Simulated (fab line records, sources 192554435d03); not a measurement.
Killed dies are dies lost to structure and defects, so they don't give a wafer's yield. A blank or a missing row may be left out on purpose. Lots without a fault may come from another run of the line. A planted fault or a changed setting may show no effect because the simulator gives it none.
Split-lot experiment | flow n5_finfet | 7 lots, 21 wafers read, on a route of 1938 steps

THE SPLIT
At N5_BEOL_M14_ETCH_59 (etches BARC in N2/H2, target depth 89 nm, overetch 26.7 nm, time 67.9 s), the setting time_s was moved away from the recipe's 67.9 s on 7 of the 21 wafers read, by -17.8% to +7.7%. The other wafers ran this setting at the recipe's value.

The file shows no step between the split and the reading.

THE READING
coat_of_BEOL_M14_COAT_04.thk_nm (the simulator's own value, which no gauge read), in nm, at N5_BEOL_M14_VIA_ETCH_16 (etches SiO2 in C4F8/O2/Ar, target depth 1231.3 nm). The file gives no usual value for it. The 14 wafers here that ran the recipe average 454.6 nm, standard deviation 2.8 nm.

wafer  | tool, chamber at the split | time_s as run, s | against the recipe | coat_of_BEOL_M14_COAT_04.thk_nm, nm | against lot-mates on the recipe
L075.2 | rie_diel-06, 3             | 67.9             | recipe             | 455.2                               | -
L075.3 | rie_diel-06, 2             | 58.02            | -14.6%             | 467.8                               | +15.4
L075.5 | rie_diel-06, 0             | 67.9             | recipe             | 449.6                               | -
L077.1 | rie_diel-04, 3             | 73.16            | +7.7%              | 453.8                               | -4.0
L077.2 | rie_diel-04, 2             | 67.9             | recipe             | 458.2                               | -
L077.3 | rie_diel-04, 1             | 67.9             | recipe             | 457.4                               | -
L081.3 | rie_diel-06, 1             | 67.9             | recipe             | 456                                 | -
L081.5 | rie_diel-06, 3             | 67.9             | recipe             | 454.6                               | -
L081.6 | rie_diel-06, 2             | 67.9             | recipe             | 453.6                               | -
L085.1 | rie_diel-05, 2             | 67.9             | recipe             | 459.6                               | -
L085.3 | rie_diel-05, 0             | 58.82            | -13.4%             | 468                                 | +10.9
L085.4 | rie_diel-05, 1             | 67.9             | recipe             | 454.6                               | -
L090.2 | rie_diel-04, 3             | 67.9             | recipe             | 455.2                               | -
L090.4 | rie_diel-04, 2             | 67.9             | recipe             | 451.6                               | -
L090.6 | rie_diel-04, 2             | 67.9             | recipe             | 450.6                               | -
L092.1 | rie_diel-04, 1             | 55.78            | -17.8%             | 465.8                               | +13.4
L092.4 | rie_diel-04, 1             | 55.78            | -17.8%             | 463.2                               | +10.8
L092.6 | rie_diel-04, 2             | 67.9             | recipe             | 452.4                               | -
L097.1 | rie_diel-06, 3             | 60.04            | -11.6%             | 468.6                               | +12.2
L097.2 | rie_diel-06, 0             | 60.04            | -11.6%             | 461.8                               | +5.4
L097.3 | rie_diel-06, 2             | 67.9             | recipe             | 456.4                               | -

THE FIT
A straight line over all 21 wafers: coat_of_BEOL_M14_COAT_04.thk_nm changes by -0.683 nm for each +1% of time_s; r = -0.84; the points scatter about the line by 3.2 nm.
The same after taking each lot's own level away (the mean of its wafers on the recipe; 21 wafers): -0.751 nm for each +1%; r = -0.93; scatter 2.2 nm.
On that fit, the largest move of time_s shifts the reading by 13 nm.
The lots' own levels span 452.40 to 457.80 nm, that is 1.9 times the standard deviation above.
So the lot-to-lot level changes the slope little: the two slopes agree.
Check: with one of the wafers moved furthest among these (-17.8%) left out of the fit, the line predicts +13.7 nm for it against its lot-mates. It came out at +13.4 nm against them.

OTHER SPLITS ON THESE WAFERS
These wafers also went through other splits before the reading. Each is held against what the fit with the lots' levels taken away leaves over:
other split on the same wafers | wafers away from the commonest value | r with coat_of_BEOL_M14_COAT_04.thk_nm (lot level and that fit taken away)
N5_BEOL_M11_COAT_22 spin_rpm   | 5                                    | +0.12
N5_BEOL_M12_EXPOSE_07 dose_mj  | 8                                    | -0.15
N5_BEOL_M13_COAT_66 spin_rpm   | 7                                    | +0.01
N5_BEOL_M13_PEB_26 peb_time_s  | 6                                    | +0.50
N5_BEOL_M14_PEB_08 peb_time_s  | 9                                    | -0.18

THE WHOLE CHAIN: every reading that the file lists as answering this split, in the file's order
step                    | what it does                                                            | reading                                                                          | change (the file's fit)               | r (the file's)
N5_BEOL_M14_ETCH_59     | etches BARC in N2/H2, target depth 89 nm, overetch 26.7 nm, time 67.9 s | coat_of_BEOL_M14_COAT_04.thk_nm (the simulator's own value, which no gauge read) | -0.69 nm for each +1% of the setting  | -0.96
N5_BEOL_M14_VIA_ETCH_16 | etches SiO2 in C4F8/O2/Ar, target depth 1231.3 nm                       | coat_of_BEOL_M14_COAT_04.thk_nm (the simulator's own value, which no gauge read) | -0.796 nm for each +1% of the setting | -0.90

THE FILE'S OWN FIT
coat_of_BEOL_M14_COAT_04.thk_nm changes by -0.796 nm for each +1% of time_s, r = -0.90.
